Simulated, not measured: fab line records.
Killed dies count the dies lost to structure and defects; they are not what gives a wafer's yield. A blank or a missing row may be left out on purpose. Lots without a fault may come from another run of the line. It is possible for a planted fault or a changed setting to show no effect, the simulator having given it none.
Comparing a struck lot with a sound one -- flow n5 finfet -- 15 out of 1938 route steps
Sound: wafers L615.2, L615.4, L615.5. Struck: wafers L620.1, L620.3, L620.4. The cause comes at the end.
Per side, at each step with rows, come the tool, then ch with its chambers, and then its first start. Under that, the readings that differ: sound wafers -- struck wafers -- difference of the means -- sigmas: that difference in standard deviations of wafers without a fault.
alike: readings with means less than 2 such deviations apart, plus words and numbers identical on both sides. not compared: withheld readings, readings lacking a value on some wafer, bounds such as >300 that could conceal the same value, and numbers that have no deviation in the record and whose values overlap.
A row with sigmas, a row that says differs or no value, or rows on one side alone: a step with any of these is where the two part. Numbers that don't overlap but have no deviation are shown without sigmas and don't part them. Lack of a reading on every wafer of one side parts them only where that side has two or more wafers.

N5_BEOL_M11_STRIP_77: strips in N2/H2, time 10 s.
  sound: rie diel-02 ch 0,2; struck: rie diel-03 ch 0,1,2
reading,sound,struck,difference,sigmas
throttle valve pct (%),24.39 23.48 24.40,23.90 23.69 23.04,-0.55,-2
  alike: bias power w, drypump motor current A, oes product au, rf vpp V, showerhead plenum p Torr
  not compared: rf hours counter h
N5_BEOL_M11_OCD_MEAS_38:
  struck on ocd-01, day 13 04:13; sound on ocd-01, day 11 15:40
  alike: trench depth nm
then, 4 steps without rows for these wafers: N5_BEOL_M11_HM_STRIP_39 (strips TiN in peroxide tin strip, target depth 25 nm, time 158 s); N5_BEOL_M11_SRD_40 (time 30 s); N5_BEOL_M11_PRECLEAN_42 (cleans in residue remover, time 60 s); N5_BEOL_M11_SRD_43 (time 30 s).
N5_BEOL_M11_CD_MEAS_35: the cd target is 70 nm.
  struck on cd sem-03, day 13 04:22; sound on cd sem-02, day 11 15:49
reading,sound,struck,difference,sigmas
cd nm (nm),70.2 70.6 70.1,68.4 68.9 69.0,-1.5,-2
N5_BEOL_M11_CURE_72: cures SiCOH lowk, time 120 s.
  sound on uv cure-01 ch 1, day 11 15:58; struck on uv cure-01 ch 2, day 13 04:25
reading,sound,struck,difference,sigmas
wafer_temp_C_max,372.2 371.9 373.3,370.6 371.1 370.9,-1.6,-4
  alike: lamp power pct
then, 1 step without rows for these wafers: N5_BEOL_M11_DEGAS_44 (time 60 s).
N5_BEOL_M11_PRE_CLEAN_45: time 30 s.
  struck on pvd sputter-01, day 13 07:08; sound on pvd sputter-03, day 11 16:17
  alike: heater power w
N5_BEOL_M11_ALD_74: deposits TaN, target thk 2 nm, pulse time 2 s, purge time 3 s.
  sound on ald metal-02 ch 0,1,3, day 11 16:25; struck on ald metal-04 ch 0,1,3, day 13 07:13
  alike: heater power w
after that, 1 step had no rows for these wafers: N5_BEOL_M11_SURFACE_TREAT_76.
N5_BEOL_M11_CVD_75: deposits Co from CCTBA/H2, target thk 2 nm, time 138.9 s.
  sound on cvd co-02 ch 0,2, day 11 18:16; struck on cvd co-01 ch 1,2, day 13 07:43
reading,sound,struck,difference,sigmas
run length s (s),162.3 162.3 161.9,104.1 103.4 103.5,-58.5,-99 or more
N5_BEOL_M11_SPUTTER_48: material Cu, target thk 12 nm, time 2 s.
  struck on pvd sputter-01, day 13 07:55; sound on pvd sputter-01, day 11 18:26
  alike: chamber pressure pa, throttle valve pct
-- here the record skips 2 days between the struck wafers' starts before and after, leaving off in module BEOL_M11 and picking up in module PASSIVATION (first step shown: number 1936 of the route) --
N5_PASSIVATION_PROBE_49:
  struck on prober-02, day 15 14:35; sound on prober-02, day 14 09:43
  alike: defect limited yield, killed_at_M0_to_M3, killed_at_M4_up, killed at contacts, killed at front end, killed at other, killed dies, killed open, killed short, sort_bin_5_function, sort_bin_6_memory, sort n pass, sort yield pct

== WHERE THEY PART ==
First at N5_BEOL_M11_STRIP_77; last, within this record, at N5_BEOL_M11_CVD_75. Later steps at which nothing parts them and some readings are alike: N5_BEOL_M11_SPUTTER_48, N5_PASSIVATION_PROBE_49.

WHY: what the simulator had put in
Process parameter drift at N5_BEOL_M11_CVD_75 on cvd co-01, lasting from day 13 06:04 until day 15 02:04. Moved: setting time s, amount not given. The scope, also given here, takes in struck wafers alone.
